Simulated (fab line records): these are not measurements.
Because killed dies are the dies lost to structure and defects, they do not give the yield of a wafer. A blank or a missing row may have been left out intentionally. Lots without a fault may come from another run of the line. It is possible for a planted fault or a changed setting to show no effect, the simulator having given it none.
A struck lot beside a sound one ; flow nandHarc ; 30 out of 1302 route steps
Sound: these wafers, L400.1, L400.3, L400.4. Struck: wafer L407.3. (L407.1, L407.6 of the same lot were not struck and are left out.) The cause comes at the end.
At each step with rows: each side's tool, then ch and its chambers, then its first start. Under that, the readings that differ: sound wafers ; struck wafers ; difference of the means ; sigmas: that difference in standard deviations of wafers without a fault.
alike: a reading whose means differ by less than 2 such deviations, as well as words and numbers matching on both sides. not compared: withheld readings; readings where some wafer has no value; bounds like >300 that might hide an equal value; numbers whose values overlap and for which the record gives no deviation.
Wherever a step has rows on one side only, a row that says differs or no value, or a row with sigmas, the two part there. Non-overlapping numbers with no deviation appear without sigmas and do not part them. A reading that every wafer of one side lacks parts them only if that side has two wafers or more.

first, 1 step without rows for these wafers: NHARC_P_CONTACT_ETCH_36 (etches the open film in N2/H2, target depth 260 nm, time 406.25 s).
NHARC_P_CONTACT_ETCH_18: etches the open film in C4F8/O2/Ar, target depth 481 nm, time 240.5 s.
  sound: rieDiel-05 ch 0,2,3; struck: rieDiel-05 ch 3
reading;sound;struck;difference;sigmas
rfHoursCounterH (h);1.2 0.6 1.3;4.0;+3.0;
  alike: oesProductAu, rfVppV
then, 2 steps without rows for these wafers: NHARC_P_CONTACT_STRIP_37 (strips in C4F8/O2/Ar); NHARC_P_CONTACT_ETCH_31 (etches the open film in CH3F/O2, target depth 30 nm, time 85.7 s).
NHARC_P_CONTACT_CD_MEAS_19:
  sound: cdSem-02 at day 6 05:30; struck: cdSem-02 at day 9 05:32
  alike: cdNm
then, 2 steps without rows for these wafers: NHARC_P_CONTACT_STRIP_28 (strips in O2); NHARC_P_CONTACT_STRIP_29 (strips in post etch residue remover, time 1200 s).
NHARC_P_CONTACT_DEGAS_38: time 60 s.
  sound: pvdSputter-01 at day 6 06:13; struck: pvdSputter-01 at day 9 06:19
  alike: heaterPowerW
then, 1 step without rows for these wafers: NHARC_P_CONTACT_PRE_CLEAN_39 (time 19.5 s).
NHARC_P_CONTACT_PVD_32: deposits Ti, target thk 5 nm, time 17.7 s.
  sound on pvdSputter-01; struck on pvdSputter-01
  alike: cathodeDcPowerW, throttleValvePct
NHARC_P_CONTACT_ALD_22: deposits TiN, target thk 3 nm, pulse time 1 s, ald cycles 150.
  sound on aldMetal-02 ch 0,2,3, day 6 06:28; struck on aldMetal-03 ch 3, day 9 06:34
  alike: heaterPowerW, precursorPulseHeightRel
then, 1 step without rows for these wafers: NHARC_P_CONTACT_CVD_23 (deposits W, target thk 200 nm, time 557 s).
NHARC_P_CONTACT_CMP_24: polishes, t overpolish 30 s, target thk 200 nm.
  sound on cmp-03 ch 0,1,3, day 6 07:18; struck on cmp-03 ch 2, day 9 07:26
reading;sound;struck;difference;sigmas
timeToEndpointS (s);33 39 35;45;+9;+2
  alike: motorCurrentA, overpolishRunS
after that, 1 step had no rows for these wafers: NHARC_P_CONTACT_SRD_26.
NHARC_P_CONTACT_INSPECT_27:
  sound: defectInspect-01 at day 6 07:43; struck: defectInspect-01 at day 9 07:50
  alike: rawDefectCount
then, 10 steps without rows for these wafers: NHARC_P_M0_DEP_00 (deposits SiOC, target thk 150 nm); NHARC_P_M0_DEHYDRATE_01 (time 120 s); NHARC_P_M0_HMDS_02 (time 30 s); NHARC_P_M0_COAT_33 (time 65 s); NHARC_P_M0_COAT_03 (resist thk 90 nm); NHARC_P_M0_SOFTBAKE_04 (time 55 s); NHARC_P_M0_EBR_05; NHARC_P_M0_EXPOSE_06 (exposes mask P M0, target cd 90 nm); NHARC_P_M0_PEB_07 (peb time 65 s); NHARC_P_M0_DEVELOP_08 (develop time 35 s).
NHARC_P_M0_CD_MEAS_09: the cd target is 90 nm.
  sound on cdSem-02 ch 0, day 6 08:37; struck on cdSem-03 ch 0, day 9 08:52
  alike: cdNm
NHARC_P_M0_OVL_MEAS_10: pitch 180 nm.
  sound: overlay-02 at day 6 08:42; struck: overlay-02 at day 9 08:57
  alike: overlayXNm, overlayYNm
NHARC_P_M0_INSPECT_11:
  sound: defectInspect-01 at day 6 08:44; struck: defectInspect-01 at day 9 08:59
reading;sound;struck;difference;sigmas
rawDefectCount;6 3 7;287;+282;+99 or more
NHARC_P_M0_DESCUM_14: chemistry O2, time 3 s.
  sound on rieDiel-01 ch 0,2,3, day 6 08:49; struck on rieDiel-04 ch 1, day 9 09:04
reading;sound;struck;difference;sigmas
rfHoursCounterH (h);35 33 30;0;-33;
rfVppV (V);57.2 57.9 59.9;55.5;-2.8;-3
  alike: drypumpMotorCurrentA, oesProductAu, showerheadPlenumPTorr, throttleValvePct
-- break in the record here, with 18 days between the starts of the struck wafers on either side (left off in module P_M0, picked up again in module END, where the first step shown is number 1302 on the route) --
NHARC_END_SORT_01:
  the record has rows for the struck wafers here (prober-02 ch 0, day 27 16:20) and none for the sound ones

WHERE THEY PART
Last at NHARC_END_SORT_01 as far as this record goes, first at NHARC_P_CONTACT_CMP_24.

WHY: whatever the simulator had introduced
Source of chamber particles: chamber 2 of cmp-03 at NHARC_P_CONTACT_CMP_24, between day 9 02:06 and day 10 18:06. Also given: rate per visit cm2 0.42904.
